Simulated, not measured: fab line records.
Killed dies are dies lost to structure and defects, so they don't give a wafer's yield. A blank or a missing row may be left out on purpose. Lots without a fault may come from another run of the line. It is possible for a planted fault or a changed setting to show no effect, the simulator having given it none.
Chamber matching    flow n5_finfet    N5_BEOL_M0_CMP_120 on cmp-02 has 4 sister chambers
The step polishes, stops on SiOC, t overpolish 6.9 s. 22 wafers are shown with their chamber, then 11 later ones without.

WAFERS PAIRED WITH THEIR CHAMBERS
wafer   chamber  motor_current_A (A)  clearing_platen_rpm (rpm)  time_to_endpoint_s (s)
L074.2  3        5.3                  49.989                     61
L074.3  0        5.2                  49.993                     57
L074.6  1        6.1                  50.017                     53
L075.2  3        5.2                  49.971                     55
L075.5  1        6.1                  49.977                     49
L075.6  0        5.2                  50.015                     54
L084.3  3        5.2                  50.011                     61
L084.4  1        6.0                  50.061                     57
L084.5  0        5.2                  50.000                     58
L085.1  1        6.0                  49.993                     57
L085.4  2        6.0                  50.038                     59
L085.5  1        6.0                  49.988                     54
L087.3  3        5.1                  49.995                     59
L087.4  2        6.0                  50.034                     55
L087.6  3        5.1                  49.997                     57
L088.2  0        5.4                  49.972                     60
L088.3  1        5.9                  50.024                     57
L088.5  0        5.2                  49.984                     58
L092.2  3        5.0                  50.024                     59
L092.4  2        6.1                  50.025                     57
L092.6  3        5.3                  50.058                     58
L093.2  0        5.3                  49.984                     61

SIGNATURES (averages over the wafers above)
reading              chamber 0  chamber 1  chamber 2  chamber 3  scatter within a chamber
motor_current_A      5.250      6.017      6.033      5.171      0.0895
clearing_platen_rpm  49.99133   50.01000   50.03233   50.00643   0.0244
time_to_endpoint_s   58.00      54.50      57.00      58.57      2.55
Rule: distance of a wafer from a chamber = root of the sum over the readings of ((wafer's reading minus chamber's mean) / reading's scatter) squared. The wafer belongs to the nearest chamber; if the next one is less than 2 further off, it can't be placed. The scatter: take each reading less its chamber's mean, square it, sum over the shown wafers, divide by the number of wafers less the number of chambers, and take the root.

WAFERS WITHOUT THEIR CHAMBER
wafer   motor_current_A (A)  clearing_platen_rpm (rpm)  time_to_endpoint_s (s)
L093.5  6.1                  50.010                     57
L093.6  5.3                  50.009                     61
L095.1  5.9                  49.998                     54
L095.3  5.1                  49.971                     59
L095.4  6.0                  49.964                     59
L096.2  5.8                  50.034                     59
L096.3  5.2                  49.973                     59
L096.4  5.1                  49.981                     63
L097.1  5.1                  50.014                     63
L097.2  6.4                  50.016                     59
L097.6  5.2                  50.011                     65

WHICH CHAMBER EACH ONE RAN IN
wafer   from the rows above      in truth
L093.5  can't be placed: 2 or 1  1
L093.6  can't be placed: 0 or 3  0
L095.1  can't be placed: 1 or 2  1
L095.3  can't be placed: 3 or 0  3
L095.4  can't be placed: 1 or 2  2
L096.2  can't be placed: 2 or 1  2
L096.3  can't be placed: 0 or 3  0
L096.4  can't be placed: 3 or 0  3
L097.1  can't be placed: 3 or 0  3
L097.2  can't be placed: 2 or 1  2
L097.6  can't be placed: 3 or 0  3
Correctly placed: 0 of 11. These rows do not allow placing 11 (true chamber among the candidates in 11). Wrongly placed: 0.
